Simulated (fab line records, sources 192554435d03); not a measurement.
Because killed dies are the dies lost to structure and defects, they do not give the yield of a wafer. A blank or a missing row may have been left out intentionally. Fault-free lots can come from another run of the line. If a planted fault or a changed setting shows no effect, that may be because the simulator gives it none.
fab line records -- flow n5-finfet
record lots=7, wafers=21
route steps=1938 shown BEOL_M8@1359 BEOL_M9@1446 BEOL_M10@1488 BEOL_M11@1578 BEOL_M12@1608 BEOL_M13@1659
start-h: start of the lot's first displayed wafer, in hours after the record's first day -- wait-h: hours from the lot's prior step to this one -- " unchanged from the row above -- L1.1+2: a single row standing in for several wafers -- - either no value or no given start -- * or withheld: withheld -- < > ~ a bound
route shown NAME@n: a module of which the file shows steps, and the number in the route of the first -- usual: the fault-free wafers' mean and standard deviation -- same: alike in all rows -- chamber/n: place in a boat -- sites: the reading at each site -- _std_site: their standard deviation -- _edge_site: inner sites' mean taken away from outer sites' mean -- radius-mm: for every site, how far away it sits from the centre of the wafer -- mask NAME#n: copy n -- behind: tool/chamber where the wafer was last shaped -- hold: reason for holding the lot/hours on hold/outcome of the hold -- device: whichever transistor did not switch (one of n, p or np) -- end of line: tests run on the same wafers once the route is complete -- a step with no rows: only its recipe -- killed: at the first sort, the dies lost to defects and structure; wafer yield is something else -- map: a wafer's dies, x killed, . not, _ none there
set.NAME: the setting that was run; set.NAME@STEP: the one run at that earlier step -- model.NAME: the simulator's own value behind a step, which no gauge read
lots where settings were altered on purpose, with a table for each step and a row for each wafer
## steps
# step N5_BEOL_M8_COAT_22
# recipe resist=CAR-EUV, spin-rpm=1500, resist-thk-nm=30
lot.wafer,tool,chamber,start-h,wait-h,set.spin-rpm,model.CAR-EUV_of_BEOL_M8_COAT_22.thk-nm
L080.1,litho-track-04,0,-,-,1500,29.8
L080.2,litho-track-04,0,-,-,1649,28.6
L080.6,litho-track-04,0,-,-,1649,28.4
L081.2+6,litho-track-04,0,-,-,1613,29
L081.5,litho-track-04,0,-,-,1500,30
L083.1,litho-track-04,0,-,-,1500,30.2
L083.2,litho-track-04,0,-,-,1445,30.8
L083.6,litho-track-04,0,-,-,1445,30.6
L087.2+5+6,litho-track-05,0,-,-,1500,30
L089.1,litho-track-04,0,-,-,1500,29.8
L089.3,litho-track-04,0,-,-,1620,28.8
L089.4,litho-track-04,0,-,-,1620,28.6
L092.1,litho-track-01,0,-,-,1596,29.2
L092.3+5,litho-track-01,0,-,-,1500,30.2
L096.1+3+6,litho-track-05,0,-,-,1500,30
# step N5_BEOL_M8_EBR_24
# recipe solvent=PGMEA, ebr-width-mm=1.5
# step N5_BEOL_M8_SOFTBAKE_23
# recipe temp-c=110, time-s=60, resist=CAR-EUV
# step N5_BEOL_M8_DESCUM_33
# recipe chemistry=O2, time-s=7, source-power-w=50, bias-power-w=20, pressure-mtorr=20, rf-frequency-hz=2.712e+07, temp-c=40, resist=CAR-EUV, o2-flow-sccm=225
# step N5_BEOL_M8_ETCH_72
# recipe chemistry=N2/H2, target=underlayer, target-depth-a=65, mask-material=CAR-EUV, time-s=5.2, ion-energy-ev=200, pressure-mtorr=30, source-w=840, bias-w=150, n2-flow-sccm=200, h2-flow-sccm=200, ends=cleared
# step N5_BEOL_M8_ETCH_65
# recipe chemistry=CF4, target=SiARC, target-depth-a=156, mask-material=CAR-EUV, time-s=26, ion-energy-ev=80, pressure-mtorr=40, source-w=545, bias-w=36, Ar_flow_sccm=100, cf4-flow-sccm=100, ends=cleared
lot.wafer,tool,chamber,start-h,wait-h,set.spin-rpm@BEOL_M8_COAT_64,set.spin-rpm@BEOL_M8_COAT_22,model.CAR-EUV_of_BEOL_M8_COAT_22.thk-nm,model.etch.depth-nm
L080.1,rie-diel-03,1,238.53,0.0,1500,1500,11,12.03
L080.2,rie-diel-03,3,238.53,0.0,1500,1649,9.6,12.01
L080.6,rie-diel-03,2,238.53,0.0,1500,1649,9.6,12.02
L081.2,rie-diel-01,0,259.27,0.0,1356,1613,9.6,12.59
L081.5,rie-diel-01,3,259.27,0.0,1356,1500,10.8,12.63
L081.6,rie-diel-01,0,259.27,0.0,1500,1613,10,11.98
L083.1,rie-diel-01,0,262.88,0.0,1500,1500,11.2,12.01
L083.2,rie-diel-01,2,262.88,0.0,1500,1445,11.8,12.02
L083.6,rie-diel-01,3,262.88,0.0,1500,1445,11.8,12.03
L087.2+6,rie-diel-04,1,277.67,0.0,1500,1500,11,12.04
L087.5,rie-diel-04,2,277.67,0.0,1500,1500,11.2,12.01
L089.1,rie-diel-03,3,300.63,0.0,1500,1500,10.8,12.01
L089.3,rie-diel-03,0,300.63,0.0,1500,1620,10,12.01
L089.4,rie-diel-03,2,300.63,0.0,1500,1620,9.8,11.98
L092.1,rie-diel-01,0,326.02,0.0,1631,1596,10.6,11.52
L092.3,rie-diel-01,1,326.02,0.0,1500,1500,11.2,12.03
L092.5,rie-diel-01,3,326.02,0.0,1500,1500,11.2,12.04
L096.1,rie-diel-01,2,345.97,0.0,1582,1500,11.4,11.7
L096.3,rie-diel-01,0,345.97,0.0,1500,1500,11,12.05
L096.6,rie-diel-01,2,345.97,0.0,1582,1500,11.4,11.68
# step N5_BEOL_M9_TRENCH_ETCH_37
# recipe chemistry=C4F6/O2, target-depth-a=1514.3, target=SiCOH_lowk, time-s=49, ion-energy-ev=250, pressure-mtorr=30, source-w=345, bias-w=185, Ar_flow_sccm=300, C4F6_flow_sccm=10, O2_flow_sccm=10
lot.wafer,tool,chamber,start-h,wait-h,set.source-w,model.etch.depth-nm,model.BEOL_M9.feature-depth-nm
L080.1,rie-diel-05,3,-,-,345,150.4,150.4
L080.2,rie-diel-05,0,-,-,345,150,150
L080.6,rie-diel-05,0,-,-,345,149.4,149.4
L081.2,rie-diel-02,1,-,-,345,147.8,147.8
L081.5,rie-diel-02,1,-,-,345,149.7,149.8
L081.6,rie-diel-02,2,-,-,345,150.7,150.6
L083.1,rie-diel-06,3,-,-,345,153,153
L083.2,rie-diel-06,2,-,-,345,149.1,149.2
L083.6,rie-diel-06,0,-,-,345,148,148
L087.2,rie-diel-02,2,-,-,345,151.9,152
L087.5,rie-diel-02,1,-,-,345,149.7,149.6
L087.6,rie-diel-02,2,-,-,345,152,152
L089.1,rie-diel-05,2,-,-,345,153.4,153.4
L089.3,rie-diel-05,3,-,-,314.4,147.6,147.6
L089.4,rie-diel-05,1,-,-,345,150.5,150.4
L092.1,rie-diel-05,2,-,-,345,153,153
L092.3,rie-diel-05,0,-,-,345,155.6,155.6
L092.5,rie-diel-05,0,-,-,345,155.3,155.2
L096.1,rie-diel-05,1,-,-,293.3,141.9,142
L096.3,rie-diel-05,2,-,-,345,152.1,152.2
L096.6,rie-diel-05,2,-,-,345,153.2,153.2
# step N5_BEOL_M10_ETCH_62
# recipe chemistry=N2/H2, target=SOC, target-depth-a=1100, overetch-a=220, mask-material=SiARC, temp-c=40, time-s=165, ion-energy-ev=200, pressure-mtorr=30, source-w=840, bias-w=150, n2-flow-sccm=200, h2-flow-sccm=200
lot.wafer,tool,chamber,start-h,wait-h,set.time-s,model.SiARC_of_BEOL_M10_COAT_60.thk-nm
L080.1,rie-diel-04,0,250.54,0.0,165,23.4
L080.2,rie-diel-04,2,250.54,0.0,165,23.2
L080.6,rie-diel-04,3,250.54,0.0,188.2,22.2
L081.2,rie-diel-03,1,276.49,0.0,165,23.4
L081.5,rie-diel-03,3,276.49,0.0,151.5,24
L081.6,rie-diel-03,0,276.49,0.0,151.5,23.8
L083.1+6,rie-diel-01,"3,0",280.15,0.0,151.7,24.2
L083.2,rie-diel-01,0,280.15,0.0,165,23.8
L087.2+5+6,rie-diel-01,"3,3,2",289.56,0.0,165,23.6
L089.1,rie-diel-01,1,312.02,0.0,165,23.4
L089.3+4,rie-diel-01,"3,0",312.02,0.0,165,23.6
L092.1+3,rie-diel-01,"2,0",337.34,0.0,165,23.6
L092.5,rie-diel-01,0,337.34,0.0,138.1,24.8
L096.1,rie-diel-04,3,360.58,0.0,184.8,22.4
L096.3,rie-diel-04,0,360.58,0.0,184.8,22.8
L096.6,rie-diel-04,0,360.58,0.0,165,23.4
# step N5_BEOL_M10_PEB_26
# recipe peb-temp-c=withheld, peb-time-s=60, resist=CAR-ArF
lot.wafer,tool,chamber,start-h,wait-h,set.peb-time-s
L080.1+6,litho-track-03,0,251.30,0.1,60
L080.2,litho-track-03,0,251.30,0.1,46.83
L081.2+5+6,litho-track-05,0,277.27,0.1,60
L083.1+6,litho-track-04,0,281.76,0.1,60
L083.2,litho-track-04,0,281.76,0.1,72.18
L087.2+5+6,litho-track-04,0,293.77,0.1,60
L089.1+3,litho-track-04,0,316.75,0.1,60
L089.4,litho-track-04,0,316.75,0.1,65.57
L092.1+3+5,litho-track-04,0,338.31,0.1,60
L096.1+3+6,litho-track-03,0,361.32,0.1,60
# step N5_BEOL_M10_DEVELOP_27
# recipe develop-time-s=30, developer=TMAH, resist=CAR-ArF, rinse-liquid=diw, dry=air-spin, dev-temp-c=23
# step N5_BEOL_M10_CD_MEAS_28
# recipe target-cd-nm=70, landing-energy-ev=500, detector=se-inlens, polarity=opening
# usual cd-nm=69.4/0.88
lot.wafer,tool,chamber,start-h,wait-h,set.peb-time-s@BEOL_M10_PEB_26,cd-nm
L080.1,cd-sem-03,0,251.37,-,60,68.6
L080.2,cd-sem-03,0,251.37,-,46.83,56.9
L080.6,cd-sem-03,0,251.37,-,60,69.8
L081.2,cd-sem-01,0,277.34,-,60,69.2
L081.5,cd-sem-01,0,277.34,-,60,70.6
L081.6,cd-sem-01,0,277.34,-,60,69.7
L083.1,cd-sem-01,0,281.82,-,60,70.0
L083.2,cd-sem-01,0,281.82,-,72.18,76.8
L083.6,cd-sem-01,0,281.82,-,60,68.6
L087.2,cd-sem-03,0,293.84,-,60,68.2
L087.5,cd-sem-03,0,293.84,-,60,68.6
L087.6,cd-sem-03,0,293.84,-,60,70.0
L089.1,cd-sem-01,0,316.82,-,60,68.2
L089.3,cd-sem-01,0,316.82,-,60,69.4
L089.4,cd-sem-01,0,316.82,-,65.57,72.5
L092.1,cd-sem-02,0,338.38,-,60,71.0
L092.3,cd-sem-02,0,338.38,-,60,70.5
L092.5,cd-sem-02,0,338.38,-,60,69.7
L096.1,cd-sem-03,0,361.39,-,60,68.4
L096.3,cd-sem-03,0,361.39,-,60,69.2
L096.6,cd-sem-03,0,361.39,-,60,69.5
# step N5_BEOL_M11_TRENCH_ETCH_37
# recipe chemistry=C4F6/O2, target-depth-a=1488.3, target=SiCOH_lowk, time-s=48, ion-energy-ev=250, pressure-mtorr=30, source-w=345, bias-w=185, Ar_flow_sccm=300, C4F6_flow_sccm=10, O2_flow_sccm=10
# usual rf-vpp-V=660/13
lot.wafer,tool,chamber,start-h,wait-h,set.bias-w,rf-vpp-V
L080.1,rie-diel-05,2,-,-,185,658
L080.2,rie-diel-05,1,-,-,185,659
L080.6,rie-diel-05,3,-,-,195.2,678
L081.2,rie-diel-06,3,-,-,185,686
L081.5,rie-diel-06,0,-,-,185,647
L081.6,rie-diel-06,1,-,-,185,662
L083.1,rie-diel-06,0,-,-,212.8,723
L083.2,rie-diel-06,2,-,-,212.8,728
L083.6,rie-diel-06,1,-,-,185,661
L087.2,rie-diel-02,3,-,-,185,638
L087.5,rie-diel-02,3,-,-,185,639
L087.6,rie-diel-02,0,-,-,185,647
L089.1,rie-diel-02,2,-,-,185,668
L089.3,rie-diel-02,1,-,-,217.7,735
L089.4,rie-diel-02,3,-,-,217.7,726
L092.1,rie-diel-05,0,-,-,185,678
L092.3,rie-diel-05,2,-,-,155.5,572
L092.5,rie-diel-05,2,-,-,185,657
L096.1,rie-diel-06,2,-,-,207.8,726
L096.3,rie-diel-06,1,-,-,185,662
L096.6,rie-diel-06,1,-,-,207.8,725
# step N5_BEOL_M12_EXPOSE_07
# recipe mask-id=V11, na=0.93, source-shape=conventional, sigma-outer=0.6, polarization=unpolarized, attpsm-phase-deg=180, dose-mj=32.5
lot.wafer,tool,chamber,start-h,wait-h,mask,set.dose-mj
L080.1,krf-scanner-01,0,264.68,-,V11#0,33.8
L080.2+6,krf-scanner-01,0,264.68,-,V11#0,32.5
L081.2+5,krf-scanner-02,0,289.09,-,V11#0,32.5
L081.6,krf-scanner-02,0,289.09,-,V11#0,30.69
L083.1+2+6,krf-scanner-02,0,295.07,-,V11#0,32.5
L087.2+5+6,krf-scanner-02,0,303.90,-,V11#0,32.5
L089.1+3,krf-scanner-02,0,329.51,-,V11#0,34.36
L089.4,krf-scanner-02,0,329.51,-,V11#0,32.5
L092.1+3+5,krf-scanner-02,0,349.02,-,V11#0,32.5
L096.1+3+6,krf-scanner-02,0,374.04,-,V11#0,32.5
# step N5_BEOL_M12_PEB_08
# recipe peb-temp-c=130, peb-time-s=90
# step N5_BEOL_M12_DEVELOP_09
# recipe develop-time-s=45, rinse-liquid=diw, dry=air-spin, dev-temp-c=21
# step N5_BEOL_M12_HARDBAKE_14
# recipe temp-c=130, time-s=120
# step N5_BEOL_M12_CD_MEAS_10
# recipe target-cd-nm=140, landing-energy-ev=500, detector=se-inlens, polarity=opening
# usual cd-nm=140.2/1.9
lot.wafer,tool,chamber,start-h,wait-h,set.dose-mj@BEOL_M12_EXPOSE_07,cd-nm
L080.1,cd-sem-03,0,264.85,-,33.8,147.1
L080.2,cd-sem-03,0,264.85,-,32.5,141.4
L080.6,cd-sem-03,0,264.85,-,32.5,143.1
L081.2,cd-sem-01,0,289.26,-,32.5,141.4
L081.5,cd-sem-01,0,289.26,-,32.5,141.0
L081.6,cd-sem-01,0,289.26,-,30.69,133.7
L083.1,cd-sem-01,0,295.25,-,32.5,142.0
L083.2,cd-sem-01,0,295.25,-,32.5,141.7
L083.6,cd-sem-01,0,295.25,-,32.5,141.3
L087.2,cd-sem-02,0,304.07,-,32.5,137.3
L087.5,cd-sem-02,0,304.07,-,32.5,139.4
L087.6,cd-sem-02,0,304.07,-,32.5,136.4
L089.1,cd-sem-02,0,329.68,-,34.36,146.0
L089.3,cd-sem-02,0,329.68,-,34.36,147.1
L089.4,cd-sem-02,0,329.68,-,32.5,140.9
L092.1,cd-sem-03,0,349.19,-,32.5,139.3
L092.3,cd-sem-03,0,349.19,-,32.5,142.1
L092.5,cd-sem-03,0,349.19,-,32.5,140.1
L096.1,cd-sem-01,0,374.21,-,32.5,138.4
L096.3,cd-sem-01,0,374.21,-,32.5,138.2
L096.6,cd-sem-01,0,374.21,-,32.5,138.8
# step N5_BEOL_M13_ILD_DEP_00
# recipe material=SiOC, target-thk-a=8379.2, temp-c=350, precursor=DEMS/O2, pressure-torr=5, rf-w=500, time-s=166.4
lot.wafer,tool,chamber,start-h,wait-h,set.time-s,model.SiOC_of_BEOL_M13_ILD_DEP_00.thk-nm
L080.1,pecvd-04,0,269.11,0.0,166.4,816.8
L080.2,pecvd-04,1,269.11,0.0,166.4,824.4
L080.6,pecvd-04,1,269.11,0.0,179.5,901.4
L081.2,pecvd-04,1,293.99,0.0,144.6,721.2
L081.5,pecvd-04,0,293.99,0.0,144.6,722.2
L081.6,pecvd-04,1,293.99,0.0,166.4,843.6
L083.1,pecvd-03,0,300.68,0.0,166.4,819.8
L083.2,pecvd-03,2,300.68,0.0,166.4,820.6
L083.6,pecvd-03,0,300.68,0.0,178.8,899.2
L087.2,pecvd-02,0,309.71,0.0,166.4,834.6
L087.5,pecvd-02,2,309.71,0.0,166.4,843.2
L087.6,pecvd-02,0,309.71,0.0,166.4,852.4
L089.1,pecvd-04,1,335.72,0.0,145.5,724.4
L089.3,pecvd-04,2,335.72,0.0,166.4,841.2
L089.4,pecvd-04,1,335.72,0.0,145.5,747
L092.1,pecvd-04,0,353.73,0.0,166.4,809.6
L092.3,pecvd-04,1,353.73,0.0,146.7,714
L092.5,pecvd-04,0,353.73,0.0,166.4,811.8
L096.1,pecvd-02,1,387.05,0.0,166.4,835.4
L096.3,pecvd-02,0,387.05,0.0,178.3,893.4
L096.6,pecvd-02,2,387.05,0.0,178.3,901.2
# step N5_BEOL_M13_THK_MEAS_01
# recipe reads=SiOC_of_BEOL_M13_ILD_DEP_00
# usual M13_ILD_THK=832/12
lot.wafer,tool,chamber,start-h,wait-h,set.time-s@BEOL_M13_ILD_DEP_00,M13_ILD_THK[nm]
L080.1,film-metro-02,-,269.32,0.2,166.4,817
L080.2,film-metro-02,-,269.32,0.2,166.4,824
L080.6,film-metro-02,-,269.32,0.2,179.5,901
L081.2,film-metro-01,-,294.20,0.2,144.6,721
L081.5,film-metro-01,-,294.20,0.2,144.6,722
L081.6,film-metro-01,-,294.20,0.2,166.4,844
L083.1,film-metro-02,-,300.83,0.1,166.4,820
L083.2,film-metro-02,-,300.83,0.1,166.4,821
L083.6,film-metro-02,-,300.83,0.1,178.8,899
L087.2,film-metro-01,-,309.86,0.1,166.4,835
L087.5,film-metro-01,-,309.86,0.1,166.4,844
L087.6,film-metro-01,-,309.86,0.1,166.4,853
L089.1,film-metro-02,-,335.87,0.1,145.5,725
L089.3,film-metro-02,-,335.87,0.1,166.4,841
L089.4,film-metro-02,-,335.87,0.1,145.5,747
L092.1,film-metro-01,-,353.88,0.1,166.4,809
L092.3,film-metro-01,-,353.88,0.1,146.7,714
L092.5,film-metro-01,-,353.88,0.1,166.4,811
L096.1,film-metro-02,-,387.20,0.1,166.4,835
L096.3,film-metro-02,-,387.20,0.1,178.3,893
L096.6,film-metro-02,-,387.20,0.1,178.3,901
## key
split step=N5_BEOL_M8_COAT_22, setting=spin-rpm, stated=1500, by=wafer
response step=N5_BEOL_M8_COAT_22, reading=model.CAR-EUV_of_BEOL_M8_COAT_22.thk-nm, change=-0.137, per=1%, r=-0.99
response step=N5_BEOL_M8_ETCH_65, reading=model.CAR-EUV_of_BEOL_M8_COAT_22.thk-nm, change=-0.127, per=1%, r=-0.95
split step=N5_BEOL_M9_TRENCH_ETCH_37, setting=source-w, stated=345, by=wafer
response step=N5_BEOL_M9_TRENCH_ETCH_37, reading=model.etch.depth-nm, change=+0.658, per=1%, r=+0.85
response step=N5_BEOL_M9_TRENCH_ETCH_37, reading=model.BEOL_M9.feature-depth-nm, change=+0.655, per=1%, r=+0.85
split step=N5_BEOL_M10_ETCH_62, setting=time-s, stated=165, by=wafer
response step=N5_BEOL_M10_ETCH_62, reading=model.SiARC_of_BEOL_M10_COAT_60.thk-nm, change=-0.0703, per=1%, r=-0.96
split step=N5_BEOL_M10_PEB_26, setting=peb-time-s, stated=60, by=wafer
response step=N5_BEOL_M10_CD_MEAS_28, reading=cd-nm, change=+0.464, per=1%, r=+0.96
split step=N5_BEOL_M11_TRENCH_ETCH_37, setting=bias-w, stated=185, by=wafer
response step=N5_BEOL_M11_TRENCH_ETCH_37, reading=rf-vpp-V, change=+4.59, per=1%, r=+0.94
split step=N5_BEOL_M12_EXPOSE_07, setting=dose-mj, stated=32.5, by=wafer
response step=N5_BEOL_M12_CD_MEAS_10, reading=cd-nm, change=+1.18, per=1%, r=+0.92
split step=N5_BEOL_M13_ILD_DEP_00, setting=time-s, stated=166.4, by=wafer
response step=N5_BEOL_M13_ILD_DEP_00, reading=model.SiOC_of_BEOL_M13_ILD_DEP_00.thk-nm, change=+8.99, per=1%, r=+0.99
response step=N5_BEOL_M13_THK_MEAS_01, reading=M13_ILD_THK, change=+8.98, per=1%, r=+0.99
split outside-this-file step=N5_BEOL_M8_COAT_64 setting=spin-rpm
# split outside-this-file: this setting was split too, and the file shows its column; the key of that split is in another file
